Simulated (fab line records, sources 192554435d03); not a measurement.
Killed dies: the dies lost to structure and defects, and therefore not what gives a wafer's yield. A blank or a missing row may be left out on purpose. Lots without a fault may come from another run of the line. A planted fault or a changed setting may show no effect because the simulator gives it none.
Matching of chambers    flow n5 finfet    pecvd-01 running N5_BEOL_M6_ILD_DEP_00: 3 sister chambers
The step deposits SiCOH lowk from DEMS/porogen, target thk 179.75 nm, time 33.4 s. 3 wafers are shown with their chamber, then 10 later ones without.

== EACH WAFER AND ITS CHAMBER ==
wafer   chamber  throttle valve pct (%)
L085.3  2        13.7
L086.1  0        13.7
L086.2  1        14.6

== WAFERS WITH NO CHAMBER GIVEN ==
wafer   throttle valve pct (%)
L086.3  13.3
L087.1  14.7
L087.3  14.7
L087.4  13.6
L092.2  14.4
L092.3  13.6
L092.4  13.7
L095.2  13.6
L095.3  14.6
L095.4  13.4

== EACH ONE'S CHAMBER ==
wafer   from the rows above      in truth
L086.3  can't be placed: 0 or 2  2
L087.1  1                        1
L087.3  1                        1
L087.4  can't be placed: 0 or 2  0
L092.2  1                        1
L092.3  can't be placed: 0 or 2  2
L092.4  can't be placed: 0 or 2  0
L095.2  can't be placed: 0 or 2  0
L095.3  1                        1
L095.4  can't be placed: 0 or 2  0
Placed correctly: 4 of 10. Cannot be placed on the basis of these rows: 6; the candidates contain the true chamber in 6. Wrongly placed: 0.
How it was worked out, from the rows above alone: a wafer's distance from a chamber is the root of the sum, over the readings, of the square of ((its reading less the chamber's mean) divided by the reading's scatter). If the next closest chamber is less than 2 further off than the closest, the wafer can't be placed; otherwise it belongs to the closest. A chamber's mean is the mean of its shown wafers. The scatter: root of mean squared gap, hidden wafer to nearest shown wafer, with one shown wafer a chamber.
